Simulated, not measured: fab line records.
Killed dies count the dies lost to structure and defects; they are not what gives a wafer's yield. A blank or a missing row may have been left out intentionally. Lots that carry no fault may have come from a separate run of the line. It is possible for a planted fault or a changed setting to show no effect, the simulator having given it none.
Struck lot and sound lot, side by side || flow n5Finfet || 19 steps out of a route of 1938
Sound: these wafers, L380.4, L380.5, L380.6. Wafers struck: L375.2, L375.3, L375.4. Last of all comes the cause.
Each step with rows lists, per side, the tool, then ch with its chambers, then its first start. Under that, the readings that differ: sound wafers || struck wafers || difference of the means || sigmas: that difference in standard deviations of wafers without a fault.
alike: readings with means less than 2 such deviations apart, plus words and numbers identical on both sides. not compared: withheld readings, readings lacking a value on some wafer, bounds such as >300 that could conceal the same value, and numbers that have no deviation in the record and whose values overlap.
Wherever a step has rows on one side only, a row that says differs or no value, or a row with sigmas, the two part there. When numbers do not overlap yet have no deviation, they are printed without sigmas and do not part them. A reading missing from all wafers of one side parts the sides only when that side holds two or more wafers.

first, 6 steps without rows for these wafers: N5_PASSIVATION_EBR_40; N5_PASSIVATION_SOFTBAKE_39 (time 120 s); N5_PASSIVATION_EXPOSE_41 (exposes mask PASS OPEN, defocus 0 nm, target cd 40000 nm); N5_PASSIVATION_PEB_42; N5_PASSIVATION_DEVELOP_43 (develop time 60 s); N5_PASSIVATION_HARDBAKE_45 (time 120 s).
N5_PASSIVATION_CD_MEAS_44: the cd target is 40000 nm.
  sound on cdSem-03 ch 0, day 16 08:34; struck on cdSem-01 ch 0, day 15 03:40
  alike: cdNm
N5_PASSIVATION_OVL_MEAS_66:
  sound on overlay-01 ch 0, day 16 08:35; struck on overlay-02 ch 0, day 15 03:41
  alike: PASS_OPEN_OVL
N5_PASSIVATION_INSPECT_67: inspects for defects (macro).
  sound on defectInspect-01 at day 16 08:37; struck on defectInspect-02 at day 15 03:43
  alike: rawDefectCount
N5_PASSIVATION_DESCUM_46: chemistry O2, time 7.9 s.
  sound on rieDiel-05 ch 0,1,2, day 16 08:44; struck on rieDiel-05 ch 0,1,3, day 15 03:45
{"reading": "rfHoursCounterH (h)", "sound": "- - -", "struck": "202 79 36", "difference": "no value on the sound wafers", "sigmas": ""}
  alike: drypumpMotorCurrentA, oesProductAu, rfVppV, showerheadPlenumPTorr, throttleValvePct
N5_PASSIVATION_PASS_ETCH_47: etches SiNx in CF4/O2, target depth 770 nm, time 385 s.
  sound on rieDiel-05 ch 0,1,2, day 16 08:52; struck on rieDiel-05 ch 0,1,3, day 15 03:47
{"reading": "rfHoursCounterH (h)", "sound": "- - -", "struck": "202 79 36", "difference": "no value on the sound wafers", "sigmas": ""}
  alike: drypumpMotorCurrentA, oes_f_703_au, oes_o_777_au, oesProductAu, rfVppV, showerheadPlenumPTorr, throttleValvePct
N5_PASSIVATION_ETCH_54: etches SiO2 in CHF3/O2, target depth 880 nm, time 440 s.
  sound on rieDiel-05 ch 0,1,2, day 16 09:07; struck on rieDiel-05 ch 0,1,3, day 15 04:01
{"reading": "rfHoursCounterH (h)", "sound": "- - -", "struck": "202 79 36", "difference": "no value on the sound wafers", "sigmas": ""}
  alike: drypumpMotorCurrentA, oes_f_703_au, oes_o_777_au, oesProductAu, rfVppV, showerheadPlenumPTorr, throttleValvePct
N5_PASSIVATION_STRIP_48: strips in O2.
  sound on rieDiel-05 ch 0,1,2, day 16 09:17; struck on rieDiel-05 ch 0,1,3, day 15 04:18
  no value came back on the struck wafers for any of 7 readings (biasPowerW (W), chamberPressureMTorr (mTorr) and others); on the sound wafers biasPowerW (W) reads 0 0 0
  not compared: rfHoursCounterH
then, 5 steps without rows for these wafers: N5_PASSIVATION_STRIP_52 (strips in post etch residue remover, time 1200 s); N5_PASSIVATION_CLEAN_71 (cleans in IPA, time 180 s); N5_PASSIVATION_SRD_72 (time 30 s); N5_PASSIVATION_ANNEAL_56 (time 1800 s); N5_PASSIVATION_PROBE_49.
N5_PASSIVATION_INSPECT_57: inspects for defects (macro).
  sound on defectInspect-01 at day 16 12:07; struck on defectInspect-02 at day 15 07:09
{"reading": "rawDefectCount", "sound": "1 2 1", "struck": "111 114 107", "difference": "+109", "sigmas": "+78"}

WHERE THEY PART
Earliest at N5_PASSIVATION_DESCUM_46; latest, in this record, at N5_PASSIVATION_INSPECT_57.

WHY: the cause the simulator had injected
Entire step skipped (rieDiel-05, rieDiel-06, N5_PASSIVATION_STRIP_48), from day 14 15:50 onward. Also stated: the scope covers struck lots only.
